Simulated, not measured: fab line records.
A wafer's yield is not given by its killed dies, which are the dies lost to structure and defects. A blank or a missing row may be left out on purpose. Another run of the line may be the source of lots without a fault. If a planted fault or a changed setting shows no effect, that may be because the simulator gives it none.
Code-filled problem report in 8D (eight disciplines) form    flow n5-finfet    the parts of the form that need people (team, actions taken, sign-off) are left out

1. WHAT IS WRONG
spin-speed-rpm at N5_BEOL_M8_COAT_22 reads a mean of 1237.2 rpm on 6 wafers of 2 lots; wafers without a fault read 1499.9 rpm with a standard deviation of 1.1. That is -99 or more standard deviations from the usual mean.
The step: resist thk 30 nm.
The first sign was on wafer L416.1 at day 12 20:23, on litho-track-02. The record holds 18 wafers of 6 lots with a number at this step. Rule for "out", or "out of limits": more than 4 standard deviations from the usual mean. The rest of the wafers with a number are treated as sound.

2. WHAT IT IS, AND WHAT IT ISN'T
question                     is                      is not
which readings at this step  spin-speed-rpm          dispense-pressure-kPa
which lots                   L416, L419              L411, L413, L418, L420
which wafers of those lots   all that have a number  -
read on which tools          litho-track-02          litho-track-05
when                         from day 12 20:23       up to then (6 sound wafers); but 6 sound wafers of L418, L420 came after

3. WHAT RULES OUT EACH SUSPECT
Counting: a tool at a process step up to the reading stays a suspect if it ran every lot that is out and no sound lot after the first of them.
- litho-track-02 at N5_BEOL_M8_COAT_22 (resist thk 30 nm): kept. All lots that are out passed through it, beginning with L416 at day 12 20:23, and no sound lot followed; its final sound lot before that point was L413 at day 12 05:42. On those wafers its own readings are out: spin-speed-rpm.
Left after counting: litho-track-02 at N5_BEOL_M8_COAT_22.

4. THE CAUSE (what the simulator had put in)
Process parameters drifting: litho-track-02 at N5_BEOL_M8_COAT_22, beginning at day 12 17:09. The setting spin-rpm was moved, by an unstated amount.
After counting, this tool was the only one left.

5. SEQUENCE OF EFFECTS, ordered by route
Rows list readings where the struck wafers' mean (over those with a number) sits beyond 3 standard deviations from the usual. Readings are gone through only where the record gives a usual standard deviation; hours: the median, over the lots, of the time from a lot's start at the first step in this table giving one to that lot's start at this step; sigmas: the change measured in usual standard deviations.
hours  step                reading         usual       on struck wafers  change  sigmas
0      N5_BEOL_M8_COAT_22  spin-speed-rpm  1499.9 rpm  1237.2            -262.7  -99 or more
Process steps it contains:
- N5_BEOL_M8_COAT_22: resist thk 30 nm.
At these later measuring or inspecting steps, every struck wafer for which the step has a row has a number for every such reading, and none has moved that far: N5_BEOL_M8_CD_MEAS_28, N5_BEOL_M8_OVL_MEAS_29, N5_BEOL_M8_INSPECT_30.

6. HOW IT WOULD HAVE BEEN CAUGHT EARLIER
In this record no reading fell out of limits until day 12 20:23, 3 hours after the fault had begun at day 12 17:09.
